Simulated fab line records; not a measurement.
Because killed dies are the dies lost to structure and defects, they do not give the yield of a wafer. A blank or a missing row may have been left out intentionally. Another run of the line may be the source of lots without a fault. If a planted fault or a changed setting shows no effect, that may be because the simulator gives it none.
Which tool did it?	flow nand-harc	11 lots, 33 wafers sampled, at 5 steps of a route of 1302

WHAT EACH GAUGE READ, for each wafer
NHARC_END_SORT_01.
lot	measured	on	killed-at-array
L247	day 29 09:58	prober-02	69 32 60

TOOL THAT RAN EACH LOT (tool first, then ch and the chambers of the sampled wafers, then the start)
lot	NHARC_A_CHANNEL_HOLE_D1_STRIP_27	NHARC_A_CHANNEL_FILL_D1_ANNEAL_17	NHARC_A_CHANNEL_FILL_D1_STRIP_28	NHARC_A_CHANNEL_FILL_D1_ALD_25
L236	rie-diel-05 ch 0,1,2, day 9 19:38 or earlier	furnace-05 ch 0, day 9 19:38	rie-diel-08 ch 1,2,3, day 10 04:24	ald-hk-03 ch 0,2,3, day 10 17:29
L237	rie-diel-11 ch 1,2, day 10 09:05 or earlier	furnace-02 ch 0, day 10 09:05	rie-diel-07 ch 2,3, day 10 17:46	ald-hk-02 ch 0,1, day 11 06:17
L238	rie-diel-05 ch 0,1,3, day 11 06:12 or earlier	furnace-05 ch 0, day 11 06:12	rie-diel-08 ch 0,2,3, day 11 14:48	ald-hk-04 ch 1,2,3, day 12 02:00
L240	rie-diel-11 ch 0,2, day 11 13:56 or earlier	furnace-02 ch 0, day 11 13:56	rie-diel-06 ch 0,2, day 11 22:53	ald-hk-03 ch 0,2,3, day 12 10:49
L241	rie-diel-05 ch 1,2, day 12 00:14 or earlier	furnace-02 ch 0, day 12 00:14	rie-diel-06 ch 0,1,2, day 12 08:55	ald-hk-02 ch 0,2,3, day 12 22:30
L242	rie-diel-05 ch 0,2,3, day 12 12:07 or earlier	furnace-01 ch 0, day 12 12:07	rie-diel-06 ch 1,2,3, day 12 20:49	ald-hk-04 ch 1,2, day 13 09:01
L244	rie-diel-11 ch 1,2,3, day 13 00:45 or earlier	furnace-01 ch 0, day 13 00:45	rie-diel-06 ch 0,1,3, day 13 09:41	ald-hk-04 ch 0,2, day 13 21:49
L243	rie-diel-11 ch 1,2,3, day 13 00:45 or earlier	furnace-01 ch 0, day 13 00:45	rie-diel-06 ch 2,3, day 13 09:38	ald-hk-03 ch 0,2,3, day 13 22:25
L245	rie-diel-11 ch 0,3, day 13 10:02 or earlier	furnace-05 ch 0, day 13 10:02	rie-diel-08 ch 0,1,3, day 13 18:41	ald-hk-03 ch 0,2, day 14 06:27
L246	rie-diel-11 ch 0,2,3, day 13 22:28 or earlier	furnace-05 ch 0, day 13 22:28	rie-diel-08 ch 1,2,3, day 14 07:11	ald-hk-03 ch 1,2,3, day 14 18:52
L247	rie-diel-05 ch 0,2,3, day 14 09:53 or earlier	furnace-01 ch 0, day 14 09:53	rie-diel-06 ch 0,2,3, day 14 18:38	ald-hk-02 ch 0,1,2, day 15 07:19
- NHARC_A_CHANNEL_HOLE_D1_STRIP_27: strips in O2.
- NHARC_A_CHANNEL_FILL_D1_ANNEAL_17: time 1800 s.
- NHARC_A_CHANNEL_FILL_D1_STRIP_28: strips in O2, time 20 s.
- NHARC_A_CHANNEL_FILL_D1_ALD_25: deposits SiOx, target thk 60 nm, pulse time 10 s, ald cycles 600.

THE ANSWER, worked out from the rows above alone
Rule: the usual values come from the lots themselves. Put in order of their means at a reading, lots are off if they are a third of the lots or fewer, leave a main group of 4 or more, and stand apart from it by a gap of 3 or more times the standard deviation of the main group's means; of several such gaps the widest counts. A main group is skipped when, at the precision printed for the reading in the tables above, its means are all equal. A lot without any number at a reading at which 4 lots or more have one is off too. All remaining lots with rows at the step are treated as sound.
No lot is off on any of the readings shown, so nothing can be concluded from this.

WHAT THE SIMULATOR HAD INSERTED
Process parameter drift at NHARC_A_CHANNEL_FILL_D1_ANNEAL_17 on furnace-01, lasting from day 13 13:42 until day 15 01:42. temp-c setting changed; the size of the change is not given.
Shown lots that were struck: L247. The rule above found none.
